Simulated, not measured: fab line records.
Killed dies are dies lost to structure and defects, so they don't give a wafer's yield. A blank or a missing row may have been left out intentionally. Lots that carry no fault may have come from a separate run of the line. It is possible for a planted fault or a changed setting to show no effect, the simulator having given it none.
What tool caused it?	flow nandHarc	12 lots, 36 wafers sampled, at 3 steps of a route of 1302

== WHAT THE GAUGES READ, wafer by wafer ==
NHARC_P_CONTACT_OVL_MEAS_13.
lot	measured	on	overlayXNm (nm)
L075	day 6 08:22	overlay-02	-1.2 -1.4 -1.4
L077	day 7 04:13	overlay-01	-1.3 -1.7 -0.8
L078	day 7 18:16	overlay-01	-0.3 -0.3 0.0
L081	day 9 02:47	overlay-01	0.2 -0.3 0.5
L083	day 9 18:17	overlay-02	-2.2 -1.4 -2.0
L085	day 10 16:05	overlay-02	2.3 2.6 2.0
L088	day 12 02:22	overlay-02	1.1 1.1 0.6
L090	day 12 21:45	overlay-02	0.6 0.4 1.1
L091	day 13 01:13	overlay-02	-0.6 -1.3 -0.9
L093	day 14 10:04	overlay-01	-0.1 0.2 0.0
L095	day 14 15:57	overlay-01	0.0 0.1 0.7
L097	day 15 18:38	overlay-01	-0.6 -0.3 -0.7

== TOOL THAT RAN EACH LOT (tool first, then ch and the chambers of the sampled wafers, then the start) ==
lot	NHARC_P_GATE_STRIP_75	NHARC_P_GATE_DESCUM_93
L075	plasmaAsher-02 ch 0,1, day 6 01:04	rieDiel-10 ch 1,2,3, day 6 03:53
L077	plasmaAsher-02 ch 0, day 6 20:56	rieDiel-12 ch 1,2, day 6 23:43
L078	plasmaAsher-01 ch 0,1, day 7 10:31	rieDiel-12 ch 1,3, day 7 13:20
L081	plasmaAsher-02 ch 0,1, day 8 19:17	rieDiel-04 ch 0,1,3, day 8 21:56
L083	plasmaAsher-02 ch 0,1, day 9 10:49	rieDiel-12 ch 2,3, day 9 13:36
L085	plasmaAsher-02 ch 0,1, day 10 08:54	rieDiel-10 ch 0,3, day 10 11:26
L088	plasmaAsher-02 ch 0,1, day 11 19:13	rieDiel-04 ch 0,1,2, day 11 21:47
L090	plasmaAsher-02 ch 0,1, day 12 14:19	rieDiel-10 ch 0,1,3, day 12 17:07
L091	plasmaAsher-01 ch 0,1, day 12 17:07	rieDiel-12 ch 0,1,2, day 12 20:17
L093	plasmaAsher-02 ch 0,1, day 14 02:19	rieDiel-12 ch 1,2,3, day 14 05:13
L095	plasmaAsher-01 ch 0,1, day 14 08:34	rieDiel-10 ch 0,1,2, day 14 11:21
L097	plasmaAsher-02 ch 0,1, day 15 11:28	rieDiel-12 ch 1,2, day 15 14:08
- NHARC_P_GATE_STRIP_75: strips in O2.
- NHARC_P_GATE_DESCUM_93: chemistry O2, time 3 s.

== THE ANSWER, worked out from the rows above alone ==
Rule: the usual values come from the lots themselves. The widest of any qualifying gaps counts: lots, ordered by their means at a reading, are off when they make up no more than a third of the lots, leave a main group of 4 or more, and stand apart from it by 3 or more times the standard deviation of that group's means. A main group whose means are all the same, to the digits that the tables above print for the reading, isn't used. A lot without any number at a reading at which 4 lots or more have one is off too. Any other lot the step has rows for is counted as sound.
Across all readings shown, no lot is off: no conclusion can be drawn from this.

== WHAT THE SIMULATOR PUT IN ==
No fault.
